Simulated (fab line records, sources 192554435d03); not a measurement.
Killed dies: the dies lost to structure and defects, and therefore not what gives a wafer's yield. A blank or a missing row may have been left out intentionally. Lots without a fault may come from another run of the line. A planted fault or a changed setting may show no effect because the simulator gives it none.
Problem report in the 8D (eight disciplines) form, filled by code | flow n5-finfet | the parts of the form that need people (team, actions taken, sign-off) are left out

1. WHAT IS WRONG
At N5_FIN_SAQP_SPACER1_ALD_24, susceptor-temp-C averages 311.67 C over 6 wafers from 2 lots, while fault-free wafers read 300.02 C, standard deviation 0.19. That puts it +61 standard deviations away from the usual mean.
The step: deposits SiO2, target thk 20.3 nm, pulse time 1 s, purge time 2 s.
The first sign was on wafer L797.2 at day 5 23:11, on ald-sin-01. At this step, 27 wafers from 9 lots have a number in the record. Rule for "out" (also "out of limits"): further than 4 standard deviations from the usual mean. The other wafers with a number count as sound.

2. WHAT IT IS, AND WHAT IT ISN'T
question                    | is                     | is not
which readings at this step | susceptor-temp-C       | precursor-pulse-height-rel
which lots                  | L797, L800             | L781, L783, L786, L794, L798, L802, L803
which wafers of those lots  | all that have a number | -
read on which tools         | ald-sin-01             | ald-sin-03, ald-sin-04
when                        | from day 5 23:11       | up to then (12 sound wafers); but 9 sound wafers of L798, L802, L803 came after

3. SUSPECTS, AND WHAT RULES EACH OUT
Counting: a tool at any process step up to the reading remains a suspect when it ran all the lots that are out and ran no sound lot after the first of those.
- ald-sin-01 at N5_FIN_SAQP_SPACER1_ALD_24 (deposits SiO2, target thk 20.3 nm, pulse time 1 s, purge time 2 s): kept. Every lot that is out went through it, starting with L797 (day 5 23:11), and after that it ran no sound lot; the last sound lot it ran before then is L786 (day 3 05:22). Out on those wafers are its own readings of susceptor-temp-C.
Remaining after the count: ald-sin-01 at N5_FIN_SAQP_SPACER1_ALD_24.

4. THE CAUSE (what the simulator had put in)
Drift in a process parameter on ald-sin-01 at N5_FIN_SAQP_SPACER1_ALD_24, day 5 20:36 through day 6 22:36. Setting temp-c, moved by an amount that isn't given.
The count eliminated every tool but this one.

5. THE CHAIN OF EFFECTS, in route order
Rows list readings where the struck wafers' mean (over those with a number) sits beyond 3 standard deviations from the usual. Readings are gone through only where the record gives a usual standard deviation; hours: the median, over the lots, of the time from a lot's start at the first step in this table giving one to that lot's start at this step; sigmas: the change measured in usual standard deviations.
hours | step                       | reading          | usual    | on struck wafers | change | sigmas
0     | N5_FIN_SAQP_SPACER1_ALD_24 | susceptor-temp-C | 300.02 C | 311.67           | +11.65 | +61
Here are the process steps it includes:
- N5_FIN_SAQP_SPACER1_ALD_24: deposits SiO2, target thk 20.3 nm, pulse time 1 s, purge time 2 s.
Later measuring or inspecting steps at which every struck wafer that the step has a row for has a number for every such reading, and none has moved that far: N5_BEOL_M4_RC_MEAS_101.

6. WHAT WOULD HAVE CAUGHT IT SOONER
3 hours passed between the start of the fault at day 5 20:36 and the first reading out of limits in this record, taken at day 5 23:11.
